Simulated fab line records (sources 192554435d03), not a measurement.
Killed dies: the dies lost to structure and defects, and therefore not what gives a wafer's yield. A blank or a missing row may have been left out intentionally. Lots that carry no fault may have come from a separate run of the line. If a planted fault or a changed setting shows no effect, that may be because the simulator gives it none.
A lot that was struck, set against a sound lot | flow n5_finfet | 39 out of 1938 route steps
Sound: the wafers L928.2, L928.3, L928.5. Struck: wafer L935.3. (L935.1, L935.2 of the same lot were not struck and are left out.) The cause comes at the end.
Order at every step that has rows: each side's tool, ch and its chambers, its first start. Under that, the readings that differ: sound wafers | struck wafers | difference of the means | sigmas: that difference in standard deviations of wafers without a fault.
alike: same words and numbers on both sides, and readings whose means sit less than 2 such deviations apart. not compared: any withheld reading, any reading some wafer has no value for, any bound like >300 that may hide the same value, and any number with overlapping values for which the record gives no deviation.
Wherever a step has rows on one side only, a row that says differs or no value, or a row with sigmas, the two part there. Numbers that don't overlap but have no deviation are shown without sigmas and don't part them. Lack of a reading on every wafer of one side parts them only where that side has two or more wafers.

first, 9 steps without rows for these wafers: N5_MOL_CONTACT_COAG_SPUTTER_130 (material Co, target thk 47.5 nm); N5_MOL_CONTACT_COAG_PRECLEAN_125 (cleans in DIW, time 57.5 s); N5_MOL_CONTACT_COAG_SRD_126 (dry time 32 s); N5_MOL_CONTACT_COAG_CMP_23 (polishes, stops on SiO2, t overpolish 1.5 s, target thk 0 nm); N5_MOL_CONTACT_COAG_WET_ETCH_26 (target Co, target depth 13 nm); N5_MOL_CONTACT_COAG_WET_ETCH_116 (etches the open film in SC1-inhibited, target depth 4.6 nm, rinse time 30 s); N5_MOL_CONTACT_COAG_ALD_27 (deposits SiOC, target thk 17 nm, pulse time 1.5 s, time 2720 s); N5_MOL_CONTACT_COAG_CMP_28 (polishes, stops on SiNx, t overpolish 0.85 s, target thk 14.522 nm); N5_MOL_CONTACT_COAG_ALD_123 (deposits SiNx, target thk 5 nm, pulse time 1 s, purge time 2 s).
N5_MOL_CONTACT_COAG_PECVD_31: deposits SiO2 from TEOS/O2, target thk 46 nm, time 8.9 s.
  sound on pecvd-04 ch 0,1, day 5 20:00; struck on pecvd-04 ch 2, day 7 14:41
  reading                                             | sound        | struck | difference | sigmas
  model.SiO2_of_MOL_CONTACT_COAG_PECVD_31.thk_nm (nm) | 46.2 46 46.4 | 40.8   | -5.4       |
  not compared: susceptor_temp_C
then, 19 steps without rows for these wafers: N5_MOL_CONTACT_COAG_COAT_75 (time 60 s, resist thk 60 nm); N5_MOL_CONTACT_COAG_COAT_76 (time 60 s, resist thk 10 nm); N5_MOL_CONTACT_COAG_COAT_77 (time 60 s, resist thk 10 nm); N5_MOL_CONTACT_COAG_COAT_78 (resist thk 40 nm); N5_MOL_CONTACT_COAG_EBR_80; N5_MOL_CONTACT_COAG_SOFTBAKE_79 (time 60 s); N5_MOL_CONTACT_COAG_EXPOSE_81 (exposes mask VG, defocus 0 nm); N5_MOL_CONTACT_COAG_PEB_82 (peb time 60 s); N5_MOL_CONTACT_COAG_DEVELOP_83 (develop time 30 s); N5_MOL_CONTACT_COAG_DESCUM_88 (chemistry O2, time 7 s); N5_MOL_CONTACT_COAG_ETCH_89 (etches underlayer in N2/H2, target depth 13 nm, time 10.4 s); N5_MOL_CONTACT_COAG_ETCH_90 (etches SiARC in CF4, target depth 13 nm, time 21.7 s); N5_MOL_CONTACT_COAG_ALD_131 (deposits SiO2, target thk 5 nm, pulse time 1 s, co reactant pulse time 1 s); N5_MOL_CONTACT_COAG_ETCHBACK_132 (etches SiO2 in CHF3, target depth 10 nm, time 6.7 s); N5_MOL_CONTACT_COAG_ETCH_91 (etches SOC in N2/H2, target depth 60 nm, overetch 21 nm, time 101.2 s); N5_MOL_CONTACT_COAG_STRIP_92 (strips in N2/H2); N5_MOL_CONTACT_COAG_STRIP_93 (strips in N2/H2); N5_MOL_CONTACT_COAG_ETCHBACK_135 (etches SiO2 in CHF3, target depth 25 nm, time 16.7 s); N5_MOL_CONTACT_COAG_STRIP_118 (strips in CHF3).
N5_MOL_CONTACT_COAG_VIA_ETCH_46: etches SiO2 in C4F6/O2, target depth 46 nm, overetch 9.2 nm, time 40 s.
  sound on rie_diel-04 ch 1,2,3, day 5 21:12; struck on rie_diel-04 ch 1, day 7 15:45
  reading                  | sound            | struck | difference | sigmas
  model.etch.depth_nm (nm) | 46.13 45.92 46.4 | 40.86  | -5.29      |
  alike: chamber_pressure_mTorr, drypump_motor_current_A, oes_product_au, rf_vpp_V, showerhead_plenum_p_Torr, throttle_valve_pct
  not compared: rf_hours_counter_h
then, 5 steps without rows for these wafers: N5_MOL_CONTACT_COAG_STRIP_96 (strips in N2/H2); N5_MOL_CONTACT_COAG_ETCH_47 (etches SiNx in CH3F/O2, stops on W, target depth 27 nm); N5_MOL_CONTACT_COAG_STRIP_119 (strips in N2/H2, time 30 s); N5_MOL_CONTACT_COAG_PRECLEAN_144 (cleans in alkaline clean, time 60 s); N5_MOL_CONTACT_COAG_SRD_145 (time 30 s).
N5_MOL_CONTACT_COAG_CMP_52: polishes, stops on SiO2, t overpolish 1.5 s, target thk 66.5 nm.
  sound on cmp-03 ch 0,2, day 5 23:18; struck on cmp-03 ch 2, day 7 18:22
  reading                                             | sound        | struck | difference | sigmas
  model.SiO2_of_MOL_CONTACT_COAG_PECVD_31.thk_nm (nm) | 44 43.8 44.4 | 38.8   | -5.3       |
  alike: motor_current_A
N5_MOL_CONTACT_COAG_THK_MEAS_53:
  sound: film_metro-01 at day 5 23:35; struck: film_metro-02 at day 7 18:40
  reading          | sound          | struck | difference | sigmas
  VIA_MOL_THK (nm) | 44.1 43.8 44.3 | 38.8   | -5.3       | -8
-- a jump in the record: the struck wafers' starts before and after are 7 days apart (it breaks off in module MOL_CONTACT_COAG and resumes in module BEOL_M4, where the first step shown is number 1111 of the route) --
N5_BEOL_M4_RC_MEAS_101:
  sound on prober-01 ch 0, day 10 03:59; struck on prober-02 ch 0, day 14 10:06
  alike: DIBL_N, DIBL_P, IOFF_N, IOFF_P, ION_N, ION_P, SS_N, SS_P, VT_N, VT_P
N5_PASSIVATION_PROBE_49:
  rows exist in the record for the sound wafers here (prober-01, day 14 18:28), none for the struck ones

== WHERE THEY PART ==
At N5_MOL_CONTACT_COAG_THK_MEAS_53 first; at N5_PASSIVATION_PROBE_49 last (within this record only).

WHY: whatever the simulator had introduced
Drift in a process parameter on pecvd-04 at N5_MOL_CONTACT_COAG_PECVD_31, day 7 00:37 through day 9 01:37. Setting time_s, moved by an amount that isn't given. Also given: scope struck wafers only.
